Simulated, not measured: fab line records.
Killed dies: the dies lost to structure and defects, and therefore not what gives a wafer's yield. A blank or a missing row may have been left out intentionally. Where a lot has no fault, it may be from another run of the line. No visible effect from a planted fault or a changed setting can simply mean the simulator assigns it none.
fab line records | flow nand-harc
record: lots: 14 wafers: 41 last-day: 24
route steps=1159 shown A_SGD_CUT@776 A_SLIT@793
lots that met no fault: from a run of the same line without faults
start-h: hours from the record's opening day to when the first of the lot's shown wafers began | wait-h: time in hours since the lot's previous step | " as in the row above | L1.1+2: one row covering several wafers at once | - value missing, or start not given | * or withheld: withheld | < > ~ a bound
route shown NAME@n: names a module that has steps shown in the file, with the first one's number in the route | usual: mean/standard deviation taken from wafers without a fault | same: alike in all rows | chamber/n: place in a boat | sites: the reading at each site | _std_site: their standard deviation | _edge_site: inner sites' mean taken away from outer sites' mean | radius-mm: for every site, how far away it sits from the centre of the wafer | mask NAME#n: copy n | behind: tool/chamber where the wafer was last shaped | hold: cause of the lot's hold/its duration in hours/its outcome | device: which transistor (n, p or np) failed to switch | end of line: the same wafers' tests at the end of the route | where a step has no rows: the recipe by itself | killed: dies that structure and defects cost at the first sort, which is not the same as the wafer's yield | map: a wafer's dies, x killed, . not, _ none there
set.NAME: the setting as run; set.NAME@STEP: as run at that earlier step | model.NAME: the simulator's own value behind a step, which no gauge read
one table for each step of the route and one row for each wafer, over a sample of lots
services: a tool's chamber out of use, with start hour (start-h, from the record's first day; less than 0 if before it), hours out, and reason
== steps ==
step: NHARC_A_SGD_CUT_ETCHBACK_24
recipe: target-depth-a: 500 over-etch-frac: 0.3 time-s: 92.857 ion-energy-ev: 120 ch3f-flow-sccm: 50 o2-flow-sccm: 30 ar-flow-sccm: 200 rf-w: 500 bias-w: 100 chemistry: CH3F/O2
usual: bias-w: 100.0/0.31 drypump-motor-current-A: 5.5/0.35 oes-product-au: 0.98/0.033 rf-fwd-power-W: 496.4/1.8 rf-vpp-V: 244.2/1.6 showerhead-plenum-p-Torr: 2.46/0.1 throttle-valve-pct: 20.663/0.0085
columns lot.wafer tool chamber start-h wait-h bias-w drypump-motor-current-A oes-product-au rf-fwd-power-W rf-hours-counter-h rf-vpp-V showerhead-plenum-p-Torr throttle-valve-pct
L456.4 rie-diel-09 3 315.51 0.1 99.8 5.4 0.92 495.7 4 242.7 2.42 20.653
L456.3 " 0 " " 100.0 5.7 0.92 497.3 4 244.6 2.57 20.654
L456.5 " 0 " " 100.1 5.7 0.93 495.0 - 245.3 2.57 20.670
L455.2 rie-diel-08 2 315.52 0.2 99.9 5.5 1.00 496.7 0 246.5 2.56 20.660
L455.5 " 2 " " 100.0 5.5 1.00 495.2 - 243.8 2.56 20.647
L455.6 " 3 " " 100.1 5.2 1.01 495.4 - 242.9 2.32 20.656
L458.1 rie-diel-11 2 328.25 0.1 100.6 6.2 0.99 494.2 12 243.5 2.49 20.655
L458.3 " 0 " " 100.0 5.9 0.99 496.6 11 246.6 2.56 20.649
L458.4 " 3 " " 99.3 5.3 0.99 496.4 - 246.3 2.58 20.667
L457.2 rie-diel-09 2 328.26 0.1 100.0 5.9 0.92 497.8 5 243.2 2.40 20.651
L457.1 " 0 " " 100.2 5.7 0.92 495.6 5 245.8 2.57 20.668
L457.5 " 3 " " 100.0 5.5 0.94 496.8 - 243.4 2.42 20.661
L459.2 rie-diel-08 1 356.52 0.2 99.7 5.8 1.00 498.1 5 242.5 2.32 20.665
L459.3 " 3 " " 100.1 5.1 1.00 496.8 5 242.4 2.32 20.666
L459.1 " 0 " " 100.3 4.9 0.99 497.1 5 241.0 2.28 20.665
L463.4 rie-diel-08 0 368.13 0.2 100.3 4.8 0.99 498.5 6 241.2 2.28 20.656
L463.3 " 1 " " 100.0 5.8 1.01 497.0 6 243.1 2.32 20.663
L463.2 " 2 " " 99.9 5.5 0.99 499.4 6 245.7 2.56 20.676
L468.2 rie-diel-09 2 394.76 0.2 99.5 5.9 1.01 497.6 9 242.7 2.40 20.660
L468.1 " 3 " " 99.8 5.5 1.00 497.2 9 245.0 2.42 20.666
L471.2 rie-diel-08 3 422.84 0.2 99.9 5.1 1.00 498.4 11 241.2 2.31 20.678
L471.5 " 3 " " 100.1 5.1 1.00 495.4 - 241.8 2.31 20.657
L471.4 " 0 " " 99.4 4.9 1.00 494.4 - 241.8 2.28 20.669
L474.1 rie-diel-11 0 422.88 0.1 100.1 5.9 1.00 495.3 5 245.8 2.56 20.666
L474.2 " 3 " " 100.0 5.3 1.00 496.8 5 247.6 2.58 20.654
L474.6 " 0 " " 99.9 5.9 0.99 495.0 - 245.9 2.56 20.660
L472.2 rie-diel-09 0 431.15 0.2 99.9 5.7 1.01 496.4 11 245.0 2.56 20.658
L472.3 " 2 " " 100.0 5.9 0.99 498.6 11 244.1 2.40 20.673
L472.5 " 3 " " 100.3 5.4 1.00 495.0 - 244.5 2.42 20.665
L475.4 rie-diel-11 2 441.67 0.1 100.4 6.2 0.92 498.4 7 244.4 2.48 20.668
L475.1 " 1 " " 100.1 5.3 0.93 499.4 7 245.0 2.56 20.647
L475.5 " 3 " " 100.3 5.3 0.92 497.0 - 245.6 2.58 20.662
L473.1 rie-diel-09 3 441.75 0.2 100.6 5.4 1.01 495.8 0 243.2 2.42 20.670
L473.3 " 2 " " 99.6 5.9 1.00 500.0 0 244.5 2.40 20.661
L473.6 " 0 " " 100.1 5.7 1.00 495.9 - 246.4 2.56 20.650
L477.3 rie-diel-11 2 449.18 0.1 100.1 6.2 0.93 494.2 8 245.1 2.48 20.659
L477.2 " 1 " " 99.8 5.3 0.93 499.7 8 246.0 2.56 20.657
L477.4 " 3 " " 99.8 5.3 0.92 497.2 - 245.1 2.58 20.663
L478.2 rie-diel-09 3 460.25 0.2 99.7 5.5 1.00 497.5 1 243.6 2.42 20.661
L478.1 " 0 " " 100.1 5.7 1.00 496.3 1 245.9 2.56 20.666
L478.4 " 2 " " 100.4 5.9 1.00 493.7 1 243.9 2.40 20.668
step: NHARC_A_SLIT_DESCUM_14
recipe: time-s: 3 o2-flow-sccm: 200 ar-flow-sccm: 0 bias-power-w: 0 chemistry: O2
usual: drypump-motor-current-A: 5.5/0.56 oes-product-au: 0.997/0.0073 rf-vpp-V: 57.8/0.87 showerhead-plenum-p-Torr: 1.93/0.053 throttle-valve-pct: 11.310/0.0092
columns lot.wafer tool chamber start-h wait-h drypump-motor-current-A oes-product-au rf-hours-counter-h rf-vpp-V showerhead-plenum-p-Torr throttle-valve-pct
L455.2 rie-diel-06 1 319.05 0.1 4.9 0.994 4 56.8 1.90 11.318
L455.6 " 1 " " 4.9 0.990 - 56.8 1.90 11.301
L455.5 " 2 " " 4.7 1.004 - 58.3 1.98 11.299
L456.3 rie-diel-07 3 319.21 0.1 4.9 0.997 7 57.1 2.00 11.312
L456.4 " 0 " " 5.5 1.005 7 56.5 1.86 11.320
L456.5 " 3 " " 4.9 1.008 - 58.4 2.00 11.315
L457.2 rie-diel-06 3 332.01 0.1 6.7 1.020 5 57.7 2.00 11.308
L457.1 " 2 " " 4.8 1.004 6 59.6 1.98 11.301
L457.5 " 3 " " 6.7 1.011 - 57.7 2.00 11.311
L458.1 rie-diel-01 1 332.61 0.1 5.4 0.995 0 57.6 1.86 11.314
L458.3 " 2 " " 4.9 0.991 0 58.6 1.94 11.325
L458.4 " 3 " " 6.0 0.996 0 58.2 1.94 11.315
L459.2 rie-diel-06 0 362.66 0.1 6.3 0.989 6 55.9 1.90 11.312
L459.3 " 2 " " 4.7 0.995 8 56.5 1.98 11.322
L459.1 " 3 " " 6.6 1.001 7 58.7 2.00 11.324
L463.4 rie-diel-01 3 375.14 0.1 6.0 1.005 3 58.4 1.94 11.333
L463.3 " 0 " " 5.6 1.004 3 58.9 1.95 11.323
L463.2 " 1 " " 5.4 1.003 3 58.4 1.86 11.318
L468.2 rie-diel-06 3 398.20 0.1 6.7 1.010 9 59.2 2.00 11.311
L468.1 " 1 " " 4.9 0.999 9 58.3 1.89 11.305
L471.2 rie-diel-01 2 426.38 0.1 4.9 0.997 7 57.2 1.94 11.314
L471.4 " 1 " " 5.4 0.990 - 58.2 1.86 11.296
L471.5 " 2 " " 4.9 0.981 - 57.4 1.94 11.312
L474.2 rie-diel-07 0 426.60 0.1 5.5 0.998 1 56.3 1.86 11.289
L474.1 " 3 " " 4.9 0.993 1 58.6 1.99 11.326
L474.6 " 2 " " 5.4 1.004 - 57.4 1.91 11.304
L472.2 rie-diel-07 0 434.54 0.1 5.5 1.002 2 58.6 1.86 11.312
L472.3 " 1 " " 5.6 1.006 0 57.0 2.01 11.304
L472.5 " 0 " " 5.5 1.002 - 57.6 1.86 11.298
L475.4 rie-diel-07 1 445.09 0.1 5.6 0.997 1 59.1 2.01 11.316
L475.1 " 2 " " 5.4 1.007 3 58.6 1.91 11.316
L475.5 " 0 " " 5.5 1.007 - 56.4 1.86 11.303
L473.3 rie-diel-07 0 447.13 0.1 5.5 0.997 3 56.7 1.86 11.314
L473.1 " 2 " " 5.4 1.005 3 57.8 1.91 11.308
L473.6 " 2 " " 5.4 1.003 - 58.8 1.91 11.311
L477.4 rie-diel-07 1 454.02 0.1 5.6 1.005 1 56.7 2.01 11.313
L477.2 " 2 " " 5.4 0.998 4 57.1 1.91 11.317
L477.3 " 3 " " 4.9 0.990 4 57.6 1.99 11.319
L478.1 rie-diel-07 0 463.64 0.1 5.5 0.998 4 59.8 1.86 11.298
L478.2 " 2 " " 5.4 0.997 5 57.9 1.91 11.312
L478.4 " 2 " " 5.4 1.001 - 58.1 1.91 11.304
step: NHARC_A_SLIT_ETCH_15
recipe: target-depth-a: 32000 over-etch-frac: 0.3 time-s: 832 ion-energy-ev: 150 o2-flow-sccm: 400 cos-flow-sccm: 20 ar-flow-sccm: 0 rf-w: 500 bias-w: 300 chemistry: O2/COS
usual: bias-w: 300.1/0.93 drypump-motor-current-A: 5.5/0.58 oes-product-au: 0.996/0.0078 rf-fwd-power-W: 499.8/1.4 rf-vpp-V: 314.5/1.3 run-length-s: 853.3/0.43 showerhead-plenum-p-Torr: 3.16/0.081 throttle-valve-pct: 28.329/0.009
columns lot.wafer tool chamber start-h wait-h bias-w drypump-motor-current-A oes-product-au rf-fwd-power-W rf-hours-counter-h rf-vpp-V run-length-s showerhead-plenum-p-Torr throttle-valve-pct
L455.2 rie-diel-06 1 319.23 - 300.7 4.8 0.984 500.5 4 314.7 852.5 3.10 28.327
L455.6 " 1 " " 300.6 4.9 0.990 498.9 - 314.0 852.4 3.10 28.334
L455.5 " 2 " " 300.1 4.7 0.993 500.1 - 314.9 852.5 3.23 28.331
L456.4 rie-diel-07 3 319.38 - 299.7 4.9 1.006 500.6 7 315.4 853.9 3.25 28.332
L456.3 " 1 " " 302.2 5.6 1.003 497.0 7 316.1 853.0 3.27 28.344
L456.5 " 3 " " 300.6 4.9 0.998 501.2 - 316.1 854.1 3.25 28.327
L457.2 rie-diel-06 3 332.18 - 299.4 6.7 1.015 499.6 5 315.4 853.0 3.25 28.323
L457.1 " 0 " " 299.6 6.2 0.990 498.3 5 314.2 853.0 3.10 28.349
L457.5 " 3 " " 298.8 6.7 0.997 499.7 - 314.9 853.0 3.25 28.339
L458.4 rie-diel-01 2 332.78 - 299.8 4.9 0.988 497.3 1 313.7 853.1 3.17 28.326
L458.3 " 3 " " 299.8 6.0 0.996 500.7 0 315.4 853.5 3.17 28.342
L458.1 " 0 " " 300.0 5.6 1.000 499.8 1 315.3 853.8 3.18 28.334
L459.2 rie-diel-06 3 362.83 - - 6.7 0.999 - 7 313.4 609.6 3.25 28.334
L459.3 " 1 " " 298.4 4.9 0.982 501.5 7 314.2 852.5 3.09 28.325
L459.1 " 2 " " 298.0 4.7 0.991 499.2 8 315.3 852.8 3.22 28.330
L463.3 rie-diel-01 1 375.31 - 299.3 5.4 1.004 500.3 3 312.2 853.9 3.03 28.324
L463.4 " 2 " " 301.3 4.9 0.988 500.3 3 314.2 853.5 3.17 28.337
L463.2 " 3 " " 301.0 6.0 0.987 498.0 3 314.8 853.1 3.17 28.333
L468.2 rie-diel-06 0 398.36 - - 6.3 0.998 - 8 312.8 609.5 3.09 28.331
L468.1 " 2 " " 301.5 4.7 0.995 498.0 10 316.0 852.5 3.22 28.329
L471.2 rie-diel-01 2 426.64 - 300.3 4.9 0.986 500.0 8 314.3 853.4 3.17 28.319
L471.5 " 1 " " 300.5 5.4 1.000 500.1 - 312.7 853.6 3.03 28.317
L471.4 " 2 " " 300.7 4.9 0.981 501.2 - 314.7 853.3 3.17 28.320
L474.2 rie-diel-07 2 426.89 - 300.3 5.4 0.992 502.8 1 312.9 853.5 3.11 28.334
L474.1 " 3 " " 300.2 4.9 0.987 498.9 1 315.3 853.4 3.25 28.315
L474.6 " 3 " " 300.5 4.9 0.986 500.1 - 315.5 853.6 3.25 28.331
L472.3 rie-diel-07 2 434.77 - 298.6 5.3 0.998 500.3 3 313.8 853.0 3.11 28.324
L472.2 " 0 " " 299.8 5.5 1.001 499.7 2 312.4 853.6 3.03 28.330
L472.5 " 1 " " 301.9 5.6 1.011 500.5 - 317.5 853.1 3.27 28.337
L475.4 rie-diel-07 1 445.31 - 300.9 5.6 1.000 500.1 1 315.0 853.0 3.27 28.311
L475.1 " 2 " " 300.8 5.4 0.989 498.7 3 314.0 853.0 3.11 28.336
L475.5 " 0 " " 298.3 5.5 0.984 499.3 - 313.7 853.8 3.03 28.330
L473.1 rie-diel-07 2 447.32 - 299.2 5.4 1.002 500.9 4 313.9 853.1 3.11 28.338
L473.3 " 3 " " 299.0 4.9 0.997 501.5 3 316.2 853.7 3.25 28.320
L473.6 " 2 " " 299.1 5.4 0.996 500.7 - 314.8 853.0 3.11 28.338
L477.4 rie-diel-07 2 454.18 - 301.4 5.4 0.991 500.1 4 314.6 853.3 3.11 28.336
L477.2 " 3 " " 299.7 4.9 0.984 499.2 4 317.2 853.5 3.24 28.327
L477.3 " 1 " " 299.6 5.6 0.992 499.7 2 316.9 853.0 3.27 28.313
L478.1 rie-diel-07 0 463.84 - 301.1 5.5 1.002 502.8 5 312.5 853.5 3.03 28.344
L478.2 " 2 " " 300.6 5.3 1.005 500.5 5 314.7 853.5 3.11 28.346
L478.4 " 0 " " 299.0 5.5 0.996 497.8 - 312.7 853.7 3.03 28.335
step: NHARC_A_SLIT_ETCH_17
recipe: bias-v: 900 source-w: withheld pressure-mtorr: 20 ar-flow-sccm: 375 c4f8-flow-sccm: 83.3 o2-flow-sccm: 41.7 time-s: 1687.5 target-depth-a: 1.01e+05 chemistry: C4F8/O2/Ar
usual: drypump-motor-current-A: 6.2/0.38 run-length-s: 1688.8/0.39 showerhead-plenum-p-Torr: 3.69/0.11 throttle-valve-pct: 32.047/0.0085
columns lot.wafer tool chamber start-h wait-h drypump-motor-current-A rf-hours-counter-h run-length-s showerhead-plenum-p-Torr throttle-valve-pct
L455.2 har-etch-02 0 323.57 - 6.0 173 1688.8 3.84 32.033
L455.5 " 1 " " 5.7 - 1689.4 3.65 32.051
L455.6 " 0 " " 6.0 - 1688.8 3.84 32.057
L456.4 har-etch-02 1 325.49 - 5.7 - 1689.1 3.65 32.041
L456.3 " 0 " " 6.0 - 1689.1 3.84 32.043
L456.5 " 0 " " 6.0 - 1688.6 3.84 32.053
L457.2 har-etch-02 1 332.77 - 5.7 179 1689.3 3.65 32.052
L457.1 " 0 " " 6.0 179 1688.8 3.84 32.046
L457.5 " 1 " " 5.7 - 1689.3 3.65 32.064
L458.1 har-etch-01 0 333.62 - 6.7 6 1688.4 3.55 32.048
L458.4 " 1 " " 6.5 - 1688.2 3.74 32.054
L458.3 " 0 " " 6.7 - 1688.5 3.55 32.058
L459.1 har-etch-01 0 363.43 - 6.7 13 1688.3 3.55 32.045
L459.2 " 1 " " 6.5 13 1688.7 3.74 32.055
L459.3 " 0 " " 6.7 - 1688.2 3.55 32.048
L463.2 har-etch-02 1 380.15 - 5.8 200 1689.1 3.64 32.053
L463.3 " 0 " " 6.0 - 1688.9 3.83 32.056
L463.4 " 1 " " 5.8 - 1689.0 3.64 32.049
L468.2 har-etch-02 1 398.95 - 5.7 210 1689.5 3.63 32.051
L468.1 " 0 " " 6.0 210 1689.1 3.82 32.050
L471.2 har-etch-01 1 427.27 - 6.5 44 1688.1 3.72 32.042
L471.4 " 1 " " 6.5 - 1688.4 3.72 32.050
L471.5 " 1 " " 6.5 - 1688.9 3.72 32.047
L474.2 har-etch-02 1 427.51 - 5.7 220 1689.4 3.63 32.025
L474.1 " 0 " " 6.0 220 1689.0 3.82 32.058
L474.6 " 0 " " 6.0 - 1688.9 3.82 32.044
L472.2 har-etch-01 1 435.56 - 6.5 50 1688.8 3.71 32.049
L472.3 " 1 " " 6.5 - 1688.2 3.72 32.045
L472.5 " 0 " " 6.7 - 1688.3 3.53 32.043
L475.1 har-etch-01 1 446.09 - 6.5 51 1688.1 3.71 32.028
L475.4 " 0 " " 6.7 - 1688.4 3.53 32.050
L475.5 " 1 " " 6.5 - 1688.2 3.71 32.045
L473.1 har-etch-01 0 448.02 - 6.7 53 1688.4 3.52 32.044
L473.3 " 0 " " 6.7 - 1688.6 3.52 32.029
L473.6 " 1 " " 6.5 - 1688.3 3.71 32.048
L477.2 har-etch-02 1 454.78 - 5.7 235 1689.2 3.62 32.052
L477.3 " 1 " " 5.7 - 1689.0 3.62 32.062
L477.4 " 0 " " 6.0 - 1688.7 3.81 32.048
L478.2 har-etch-01 0 464.56 - 6.7 58 1688.3 3.52 32.051
L478.1 " 1 " " 6.5 58 1688.3 3.71 32.057
L478.4 " 0 " " 6.7 - 1688.3 3.52 32.041
== services ==
columns tool chamber start-h hours kind
rie-diel-11 0 295.40 8.9 repair
rie-diel-08 - 301.80 9.0 pm
har-etch-01 - 308.77 17.0 pm
rie-diel-08 1 311.07 6.2 repair
rie-diel-01 - 314.80 9.0 pm
rie-diel-11 1 320.71 9.6 repair
rie-diel-01 3 325.18 3.7 repair
rie-diel-08 - 358.34 0.5 repair
rie-diel-11 - 366.52 9.0 pm
rie-diel-11 1 390.37 3.6 repair
rie-diel-09 1 390.52 4.8 repair
rie-diel-11 0 392.55 7.3 repair
rie-diel-09 - 397.21 0.3 repair
rie-diel-01 0 401.18 2.2 repair
rie-diel-07 - 405.46 9.0 pm
rie-diel-08 1 414.31 14.9 repair
rie-diel-07 1 417.59 13.4 repair
rie-diel-06 - 418.47 9.0 pm
rie-diel-01 3 420.44 7.2 repair
rie-diel-09 - 431.38 9.0 pm
rie-diel-07 1 446.44 3.4 repair
rie-diel-11 0 447.10 4.2 repair
rie-diel-01 1 458.10 4.9 repair
rie-diel-07 1 462.03 5.3 repair
== key ==
first-sign: step: NHARC_A_SLIT_ETCH_15 reading: run-length-s direction: down sigmas: 99+ usual: * struck: *
effect none on later readings
met-at NHARC_A_SLIT_ETCH_15
struck-lots L459,L468
struck-wafers L459.2,L468.2
later-rows-left-out L459.2,L468.2
sort-left-out L459.2,L468.2
tester-left-out L459,L468
not-acting-at NHARC_A_SGD_CUT_ETCHBACK_24,NHARC_A_SLIT_DESCUM_14,NHARC_A_SLIT_ETCH_17
onset-between 332.18 362.83
fault: kind: process-parameter-drift tool: rie-diel-06 chamber: - onset-h: 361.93 steps: NHARC_A_SLIT_ETCH_15 channel: time-s offset: * shape: step end-h: 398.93 scope: struck-wafers-only acts-in: * stated: *
tester-left-out: of these lots the tester's yield and bins aren't shown, on N5 and GAA mostly nor the transistor test; their killed dies are dies lost to structure and defects alone, not to doping, threshold or leakage, so they don't give the yield
sort-left-out: the simulated sort isn't trusted on such a fault, so these wafers' sort isn't shown, and their yield isn't known
later-rows-left-out: the simulator's readings of these wafers behind a module that went badly wrong aren't trusted and aren't shown, but for the sort
